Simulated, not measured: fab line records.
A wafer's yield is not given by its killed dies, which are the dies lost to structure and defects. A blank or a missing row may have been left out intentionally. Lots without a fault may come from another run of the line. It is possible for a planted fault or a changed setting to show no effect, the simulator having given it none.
Chamber matching + flow n5Finfet + rieDiel-06 running N5_GATE_CUT_ETCH_36: 4 sister chambers
The step etches SiARC in CF4, target depth 13 nm, time 21.7 s. 4 wafers are shown with their chamber, then 9 later ones without.

== WAFERS, EACH WITH ITS CHAMBER ==
| wafer  | chamber | drypumpMotorCurrentA (A) |
|--------|---------|--------------------------|
| L085.2 | 0       | 5.6                      |
| L087.4 | 3       | 6.2                      |
| L088.5 | 2       | 4.8                      |
| L088.6 | 1       | 5.6                      |

== WAFERS WITHOUT THEIR CHAMBER ==
| wafer  | drypumpMotorCurrentA (A) |
|--------|--------------------------|
| L091.1 | 5.6                      |
| L091.3 | 6.1                      |
| L091.5 | 4.8                      |
| L095.1 | 5.5                      |
| L095.2 | 5.6                      |
| L095.4 | 6.1                      |
| L097.1 | 6.2                      |
| L097.3 | 4.8                      |
| L097.5 | 5.6                      |

== EACH ONE'S CHAMBER ==
| wafer  | from the rows above     | in truth |
|--------|-------------------------|----------|
| L091.1 | can't be placed: 0 or 1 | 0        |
| L091.3 | 3                       | 3        |
| L091.5 | 2                       | 2        |
| L095.1 | can't be placed: 0 or 1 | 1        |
| L095.2 | can't be placed: 0 or 1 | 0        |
| L095.4 | 3                       | 3        |
| L097.1 | 3                       | 3        |
| L097.3 | 2                       | 2        |
| L097.5 | can't be placed: 0 or 1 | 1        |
5 of 9 placed correctly. From these rows, 4 cannot be placed; in 4 the true chamber is one of the candidates. Wrongly placed: 0.
How it was worked out, from the rows above alone: a wafer's distance from a chamber is the root of the sum, over the readings, of the square of ((its reading less the chamber's mean) divided by the reading's scatter). The wafer belongs to the nearest chamber; if the next one is less than 2 further off, it can't be placed. Each chamber's mean is taken over the wafers shown for it. The scatter: root of mean squared gap, hidden wafer to nearest shown wafer, with one shown wafer a chamber.
